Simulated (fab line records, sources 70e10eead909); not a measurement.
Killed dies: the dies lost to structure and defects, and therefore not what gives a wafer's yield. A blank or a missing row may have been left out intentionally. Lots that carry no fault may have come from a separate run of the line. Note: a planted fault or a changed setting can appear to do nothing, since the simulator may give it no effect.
The tool behind it: which one?	flow nand_harc	12 lots, 36 wafers sampled, at 5 steps of a route of 1302

== WHAT EACH GAUGE READ, for each wafer ==
NHARC_THIN_TSV_THK_MEAS_02: measures by ir. Usual: thk_nm reads 3012 nm (standard deviation 210).
lot	measured	on	thk_nm (nm)	flag
L953	day 24 03:21	film_metro-02	2869 3091 3035	
L956	day 25 20:29	film_metro-02	3161 3004 3081	
L957	day 24 22:04	film_metro-01	3081 2651 2947	
L958	day 25 11:34	film_metro-02	2991 2910 3134	
L960	day 26 11:40	film_metro-02	3273 3064 2755	
L961	day 26 12:53	film_metro-02	2347 2743 2707	
L963	day 27 21:12	film_metro-02	2844 3094 3465	
L964	day 27 23:03	film_metro-01	3095 2962 3057	
L970	day 31 16:48	film_metro-01	3038 3181 3334	
L972	day 31 05:04	film_metro-01	2864 2766 2937	
L973	day 32 11:01	film_metro-02	2731 3270 2857	
L974	day 32 13:23	film_metro-02	3287 3335 3180	

NHARC_THIN_TSV_CD_MEAS_33: target cd 5000 nm. Usual: cd_nm reads 5000.3 nm (standard deviation 1.5).
lot	measured	on	cd_nm (nm)	flag
L953	day 24 10:11	cd_sem-03	4998.6 5000.2 5002.2	
L956	day 26 03:22	cd_sem-02	5001.3 5001.6 5002.6	
L957	day 25 05:02	cd_sem-01	4998.9 4998.9 4998.4	
L958	day 25 18:23	cd_sem-02	5002.4 4999.5 5001.8	
L960	day 26 18:30	cd_sem-03	5002.0 5000.6 5001.5	
L961	day 26 19:41	cd_sem-01	5000.7 5001.8 5000.3	
L963	day 28 04:15	cd_sem-03	5000.5 5001.3 5001.7	
L964	day 28 06:08	cd_sem-02	5000.1 5001.0 5001.0	
L970	day 32 00:11	cd_sem-03	4998.6 5001.8 5001.4	
L972	day 31 11:56	cd_sem-01	5001.6 5002.3 5001.1	
L973	day 32 17:53	cd_sem-02	4998.2 5002.5 5003.3	
L974	day 32 20:20	cd_sem-03	4999.9 4999.9 4997.9	

NHARC_END_SORT_01. Usual: defect_limited_yield 91.4 %, standard deviation 2.4; killed_at_array 54, standard deviation 16; killed_at_other 0.6, standard deviation 0.86; killed_at_periphery 3.8, standard deviation 2.6; killed_dies 58, standard deviation 16; killed_open 3.3, standard deviation 1.8; killed_short 2.7, standard deviation 1.7; sort_bin_2_pct 3.1 %, standard deviation 1.1; sort_bin_3_pct 0.7 %, standard deviation 0.39; sort_bin_4_pct 4.8 %, standard deviation 1.3; sort_n_pass 619, standard deviation 16; sort_rim_yield_pct 89 %, standard deviation 6; sort_yield_pct 91.4 %, standard deviation 2.4.
lot	measured	on	defect_limited_yield (%)	killed_at_array	killed_at_other	killed_at_periphery	killed_dies	killed_open	killed_short	sort_bin_2_pct (%)	sort_bin_3_pct (%)	sort_bin_4_pct (%)	sort_n_pass	sort_rim_yield_pct (%)	sort_yield_pct (%)	flag
L957	day 25 14:32	prober-01	90.7 89.7	58 65	1 0	4 5	63 70	4 6	3 3	4.0 3.5	1.0 0.4	4.3 6.4	614 607	96 94	90.7 89.7	
L960	day 27 05:14	prober-02	87.1	83	0	4	87	7	5	4.6	1.5	6.8	590	93	87.1	
L961	day 27 03:35	prober-01	89.5 90.7 90.8	71 63 62	0 0 0	0 0 0	71 63 62	4 1 2	1 1 2	4.0 3.0 2.5	0.4 0.1 1.0	6.1 6.2 5.6	606 614 615	92 85 92	89.5 90.7 90.8	
L963	day 28 15:35	prober-02	93.1 92.5 94.1	44 48 39	0 1 0	3 2 1	47 51 40	5 5 2	2 3 0	3.2 2.1 1.8	1.2 0.7 0.1	2.5 4.7 4.0	630 626 637	94 92 99	93.1 92.5 94.1	
L964	day 28 14:43	prober-01	88.3 86.6 86.4	74 82 85	0 0 1	5 9 6	79 91 92	2 1 2	0 4 1	4.4 4.6 3.7	0.3 1.3 1.9	6.9 7.5 8.0	598 586 585	84 83 81	88.3 86.6 86.4	
L972	day 31 21:56	prober-01	86.4 83.8 84.0	61 52 50	0 0 1	31 58 57	92 110 108	6 2 3	3 5 0	5.6 6.1 8.1	2.4 4.0 2.4	5.6 6.2 5.5	585 567 569	66 69 66	86.4 83.8 84.0	OFF
L973	day 33 06:49	prober-02	83.2 88.3 82.9	53 54 61	2 0 1	59 25 54	114 79 116	2 4 5	1 1 3	7.1 3.8 6.8	3.7 2.2 3.8	6.1 5.6 6.5	563 598 561	64 68 67	83.2 88.3 82.9	OFF

== TOOL THAT RAN EACH LOT (tool first, then ch and the chambers of the sampled wafers, then the start) ==
lot	NHARC_P_M0_STRIP_18	NHARC_THIN_TSV_STRIP_45
L953	rie_diel-13 ch 0,3, day 6 09:32	plasma_asher-01 ch 0,1, day 24 05:19
L956	rie_diel-13 ch 0,1,3, day 7 08:59	plasma_asher-02 ch 0,1, day 25 22:38
L957	rie_diel-13 ch 0,1,2, day 7 12:27	plasma_asher-01 ch 0,1, day 25 00:13
L958	rie_diel-13 ch 0,3, day 8 06:43	plasma_asher-01 ch 0,1, day 25 13:39
L960	rie_diel-09 ch 0,1,2, day 9 04:44	plasma_asher-01 ch 0,1, day 26 13:49
L961	rie_diel-09 ch 0,1,3, day 9 06:21	plasma_asher-01 ch 0,1, day 26 14:52
L963	rie_diel-06 ch 0,3, day 10 06:14	plasma_asher-01 ch 1, day 27 23:17
L964	rie_diel-13 ch 0,2, day 10 21:29	plasma_asher-02 ch 0, day 28 01:10
L970	rie_diel-13 ch 1,2,3, day 12 23:58	plasma_asher-01 ch 0,1, day 31 19:04
L972	rie_diel-13 ch 0,3, day 13 20:50	plasma_asher-02 ch 0,1, day 31 07:11
L973	rie_diel-13 ch 0,3, day 14 10:43	plasma_asher-01 ch 0,1, day 32 13:07
L974	rie_diel-06 ch 0,1,3, day 14 18:20	plasma_asher-01 ch 0,1, day 32 15:31
- NHARC_P_M0_STRIP_18: strips in N2/H2.
- NHARC_THIN_TSV_STRIP_45: strips in O2.

== WHAT THE TOOLS THEMSELVES READ (means of the sampled wafers that have a number; where no wafer has one, the mark that the record gives instead) ==
NHARC_P_M0_STRIP_18. Usual: drypump_motor_current_A 5.69 A, standard deviation 0.25; oes_product_au 1.000 a.u., standard deviation 0.0068; rf_vpp_V 90.9 V, standard deviation 0.93; showerhead_plenum_p_Torr 2.08 Torr, standard deviation 0.078; throttle_valve_pct 14.171 %, standard deviation 0.0082.
lot	tool	drypump_motor_current_A (A)	oes_product_au (a.u.)	rf_vpp_V (V)	showerhead_plenum_p_Torr (Torr)	throttle_valve_pct (%)	flag
L953	rie_diel-13	5.55	0.999	91.4	2.09	14.172	
L956	rie_diel-13	5.60	0.996	90.8	2.09	14.171	
L957	rie_diel-13	5.67	1.001	89.9	2.02	14.173	
L958	rie_diel-13	5.69	1.003	91.7	2.14	14.169	
L960	rie_diel-09	5.71	1.007	90.6	2.12	14.178	
L961	rie_diel-09	5.54	0.995	91.1	2.13	14.173	
L963	rie_diel-06	5.94	0.999	91.2	2.09	14.177	
L964	rie_diel-13	5.85	0.993	91.1	1.99	14.169	
L970	rie_diel-13	5.76	0.998	90.2	2.06	14.176	
L972	rie_diel-13	5.58	0.995	92.0	2.08	14.173	
L973	rie_diel-13	5.60	0.994	90.9	2.08	14.178	
L974	rie_diel-06	5.78	1.000	89.9	2.02	14.173	

NHARC_THIN_TSV_STRIP_45. Usual: drypump_motor_current_A 5.9 A, standard deviation 0.45; heater_power_w 381 W, standard deviation 38.
lot	tool	drypump_motor_current_A (A)	heater_power_w (W)	flag
L953	plasma_asher-01	5.7	377	
L956	plasma_asher-02	6.2	357	
L957	plasma_asher-01	5.9	400	
L958	plasma_asher-01	5.7	380	
L960	plasma_asher-01	5.7	376	
L961	plasma_asher-01	5.9	406	
L963	plasma_asher-01	6.1	416	
L964	plasma_asher-02	5.2	317	
L970	plasma_asher-01	5.7	385	
L972	plasma_asher-02	5.7	351	
L973	plasma_asher-01	6.0	401	
L974	plasma_asher-01	5.9	396	

== THE ANSWER, worked out from the rows above alone ==
Rule: take the mean of a lot's wafers that have a number; if it is more than 3 standard deviations from the usual mean, the lot is off. Also off: a lot with no number at a reading for which 4 or more lots have one. All remaining lots with rows at the step are treated as sound. First the gauges in route order, then the tools' own readings, where a lot's mean is used as printed above. At the first step where some lot is off, the reading lying furthest off is the one used; lots without a number count as furthest.
Off at NHARC_END_SORT_01 (killed_at_periphery): L972, L973. Neither off nor sound, because the step has no rows for them: L953, L956, L958, L970, L974.
If a tool, at a process step before that reading, ran all the lots that are off and no sound lot after the first of them, it fits. The gauges at NHARC_END_SORT_01 are tried like those tools. One candidate fits, namely rie_diel-13 at NHARC_P_M0_STRIP_18. Its last sound lot is L964 (day 10 21:29), its first lot that is off L972 (day 13 20:50): a fault that began between those two fits.

== WHAT THE SIMULATOR PUT IN ==
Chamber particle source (rie_diel-13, NHARC_P_M0_STRIP_18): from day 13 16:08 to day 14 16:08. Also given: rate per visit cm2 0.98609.
Shown lots that were struck: L972, L973. The rule above found the same.
